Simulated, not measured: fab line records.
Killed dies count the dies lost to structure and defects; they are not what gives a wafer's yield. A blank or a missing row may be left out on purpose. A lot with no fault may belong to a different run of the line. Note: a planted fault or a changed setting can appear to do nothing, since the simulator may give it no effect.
Struck lot and sound lot, side by side | flow n5Finfet | 21 out of 1938 route steps
Sound: these wafers, L837.1, L837.2, L837.4. Struck: wafer L843.4 (L843.1, L843.5, from the same lot, were not struck and are left out); the cause is given at the end.
At each step with rows: each side's tool, then ch and its chambers, then its first start. Under that, the readings that differ: sound wafers | struck wafers | difference of the means | sigmas: that difference in standard deviations of wafers without a fault.
alike: a reading whose means differ by less than 2 such deviations, as well as words and numbers matching on both sides. not compared: withheld readings; readings where some wafer has no value; bounds like >300 that might hide an equal value; numbers whose values overlap and for which the record gives no deviation.
A row with sigmas, a row that says differs or no value, or rows on one side alone: a step with any of these is where the two part. Numbers that don't overlap but have no deviation are shown without sigmas and don't part them. A reading that every wafer of one side lacks parts them only if that side has two wafers or more.

first, 8 steps without rows for these wafers: N5_BEOL_M12_COAT_58 (time 60 s, resist thk 89 nm); N5_BEOL_M12_COAT_04 (resist thk 400 nm); N5_BEOL_M12_EBR_06; N5_BEOL_M12_SOFTBAKE_05 (time 60 s); N5_BEOL_M12_EXPOSE_07 (exposes mask V11); N5_BEOL_M12_PEB_08 (peb time 90 s); N5_BEOL_M12_DEVELOP_09 (develop time 45 s); N5_BEOL_M12_HARDBAKE_14 (time 120 s).
N5_BEOL_M12_CD_MEAS_10: the cd target is 140 nm.
  sound on cdSem-03 ch 0, day 11 15:34; struck on cdSem-02 ch 0, day 13 16:22
  alike: cdNm
N5_BEOL_M12_OVL_MEAS_11:
  sound on overlay-02 ch 0, day 11 15:36; struck on overlay-02 ch 0, day 13 16:24
  alike: V11_OVL
N5_BEOL_M12_INSPECT_12: inspects for defects (macro).
  sound: defectInspect-01 at day 11 15:37; struck: defectInspect-01 at day 13 16:25
  alike: rawDefectCount
N5_BEOL_M12_DESCUM_15: chemistry O2, time 7.9 s.
  sound on rieDiel-01 ch 1,2,3, day 11 15:40; struck on rieDiel-01 ch 3, day 13 16:28
  alike: drypumpMotorCurrentA, o2FlowSccm, oesProductAu, rfFwdPowerW, rfVppV, showerheadPlenumPTorr, throttleValvePct
  not compared: rfHoursCounterH
N5_BEOL_M12_ETCH_59: etches BARC in N2/H2, target depth 89 nm, overetch 26.7 nm, time 67.9 s.
  sound on rieDiel-01 ch 1,2,3, day 11 15:41; struck on rieDiel-01 ch 3, day 13 16:29
reading                                   | sound             | struck | difference | sigmas
model.coat_of_BEOL_M12_COAT_04.thkNm (nm) | 316.6 317.6 318.6 | 285.8  | -31.8      | 
  alike: drypumpMotorCurrentA, oesProductAu, rfFwdPowerW, rfVppV, showerheadPlenumPTorr, throttleValvePct
  not compared: rfHoursCounterH
N5_BEOL_M12_VIA_ETCH_16: etches SiOC in C4F8/O2/Ar, target depth 724.8 nm.
  sound on rieDiel-01 ch 1,2,3, day 11 15:44; struck on rieDiel-01 ch 3, day 13 16:32
reading                                   | sound             | struck | difference | sigmas
model.coat_of_BEOL_M12_COAT_04.thkNm (nm) | 124.6 124.4 120.8 | 90     | -33        | 
  alike: O2_flow_sccm, drypumpMotorCurrentA, oesProductAu, rfFwdPowerW, rfVppV, showerheadPlenumPTorr, throttleValvePct
N5_BEOL_M12_STRIP_63: strips in N2/H2.
  sound on plasmaAsher-02 ch 0,1, day 11 15:56; struck on plasmaAsher-02 ch 1, day 13 16:59
reading                  | sound          | struck | difference | sigmas
stripTimeToEndpointS (s) | 42.9 42.8 41.9 | 33.4   | -9.1       | -10
  alike: drypumpMotorCurrentA, heaterPowerW, oesProductAu
  not compared: rfHoursCounterH
N5_BEOL_M12_STRIP_64: strips in N2/H2.
  sound on plasmaAsher-02 ch 0,1, day 11 16:00; struck on plasmaAsher-02 ch 1, day 13 17:03
  alike: drypumpMotorCurrentA, heaterPowerW, oesProductAu, stripTimeToEndpointS
  not compared: rfHoursCounterH
then, 2 steps without rows for these wafers: N5_BEOL_M12_STRIP_71 (strips in post etch residue remover, time 60 s); N5_BEOL_M12_SRD_72 (time 30 s, dry time 30 s).
N5_BEOL_M12_CD_MEAS_17: the cd target is 140 nm.
  sound: cdSem-03 at day 11 16:09; struck: cdSem-03 at day 13 17:11
reading   | sound             | struck | difference | sigmas
cdNm (nm) | 137.9 142.7 141.1 | 147.5  | +6.9       | +3
then, 2 steps without rows for these wafers: N5_BEOL_M12_COAT_65 (time 60 s, resist thk 300 nm); N5_PASSIVATION_PROBE_49.

## WHERE THEY PART
Last at N5_BEOL_M12_CD_MEAS_17 as far as this record goes, first at N5_BEOL_M12_STRIP_63.

WHY: whatever the simulator had introduced
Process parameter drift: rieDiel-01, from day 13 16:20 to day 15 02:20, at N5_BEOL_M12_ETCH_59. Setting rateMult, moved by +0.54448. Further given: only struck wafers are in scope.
